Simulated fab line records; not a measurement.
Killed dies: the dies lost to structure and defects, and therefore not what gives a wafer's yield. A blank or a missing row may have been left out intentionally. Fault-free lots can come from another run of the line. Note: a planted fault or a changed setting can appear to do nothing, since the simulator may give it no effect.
A struck lot beside a sound one :: flow nand_harc :: 15 out of 1302 route steps
Sound: these wafers, L278.1, L278.3, L278.6. Struck: wafer L282.2 (L282.1, L282.5, from the same lot, were not struck and are left out); the cause is given at the end.
Order at every step that has rows: each side's tool, ch and its chambers, its first start. Under that, the readings that differ: sound wafers :: struck wafers :: difference of the means :: sigmas: that difference in standard deviations of wafers without a fault.
alike: readings whose means differ by less than 2 such deviations, and words and numbers that are the same on both sides. not compared: withheld readings, readings that some wafer has no value for, bounds like >300 that may hide the same value, and numbers for which the record gives no deviation and whose values overlap.
Wherever a step has rows on one side only, a row that says differs or no value, or a row with sigmas, the two part there. Numbers that don't overlap but have no deviation are shown without sigmas and don't part them. A reading missing from all wafers of one side parts the sides only when that side holds two or more wafers.

first, 8 steps without rows for these wafers: NHARC_A_SGD_CUT_COAT_56 (time 75 s); NHARC_A_SGD_CUT_COAT_57 (time 65 s); NHARC_A_SGD_CUT_COAT_03 (resist thk 90 nm); NHARC_A_SGD_CUT_SOFTBAKE_04 (time 55 s); NHARC_A_SGD_CUT_EBR_05; NHARC_A_SGD_CUT_EXPOSE_06 (exposes mask SGD); NHARC_A_SGD_CUT_PEB_07 (peb time 65 s); NHARC_A_SGD_CUT_DEVELOP_08 (develop time 35 s).
NHARC_A_SGD_CUT_CD_MEAS_09: the cd target is 100 nm.
  sound on cd_sem-03 ch 0, day 22 12:36; struck on cd_sem-03 ch 0, day 24 03:08
  alike: cd_nm
NHARC_A_SGD_CUT_OVL_MEAS_10:
  sound on overlay-02 at day 22 12:41; struck on overlay-01 at day 24 03:14
  alike: overlay_x_nm, overlay_y_nm
NHARC_A_SGD_CUT_INSPECT_11:
  sound on defect_inspect-01 at day 22 12:44; struck on defect_inspect-01 at day 24 03:16
  alike: raw_defect_count
NHARC_A_SGD_CUT_DESCUM_14: chemistry O2, time 3 s.
  sound on rie_diel-02 ch 1,3, day 22 12:47; struck on rie_diel-02 ch 2, day 24 03:20
reading: throttle_valve_pct (%)
sound: 11.303 11.299 11.301
struck: 11.320
difference: +0.019
sigmas: +2
  alike: drypump_motor_current_A, oes_product_au, rf_vpp_V, showerhead_plenum_p_Torr
  not compared: rf_hours_counter_h
NHARC_A_SGD_CUT_ETCH_58: etches the open film in CF4, target depth 39 nm, time 65 s.
  sound on rie_diel-02 ch 1,2,3, day 22 12:52; struck on rie_diel-02 ch 0, day 24 03:25
reading: oes_product_au (a.u.)
sound: 1.004 0.992 1.013
struck: 0.794
difference: -0.209
sigmas: -25
  alike: drypump_motor_current_A, rf_vpp_V, showerhead_plenum_p_Torr, throttle_valve_pct
  not compared: rf_hours_counter_h
NHARC_A_SGD_CUT_ETCH_59: etches the open film in N2/H2, target depth 260 nm, time 406.25 s.
  sound: rie_diel-02 ch 0,3; struck: rie_diel-02 ch 3
  alike: drypump_motor_current_A, oes_product_au, rf_vpp_V, showerhead_plenum_p_Torr, throttle_valve_pct
  not compared: rf_hours_counter_h
-- break in the record here, with 7 days between the starts of the struck wafers on either side (left off in module A_SGD_CUT, picked up again in module END, where the first step shown is number 1302 on the route) --
NHARC_END_SORT_01:
  here the record holds rows for the struck wafers (prober-01 ch 0, day 31 03:22) but none for the sound ones

== WHERE THEY PART ==
First at NHARC_A_SGD_CUT_DESCUM_14; last, within this record, at NHARC_END_SORT_01.

WHY: what had been put in by the simulator
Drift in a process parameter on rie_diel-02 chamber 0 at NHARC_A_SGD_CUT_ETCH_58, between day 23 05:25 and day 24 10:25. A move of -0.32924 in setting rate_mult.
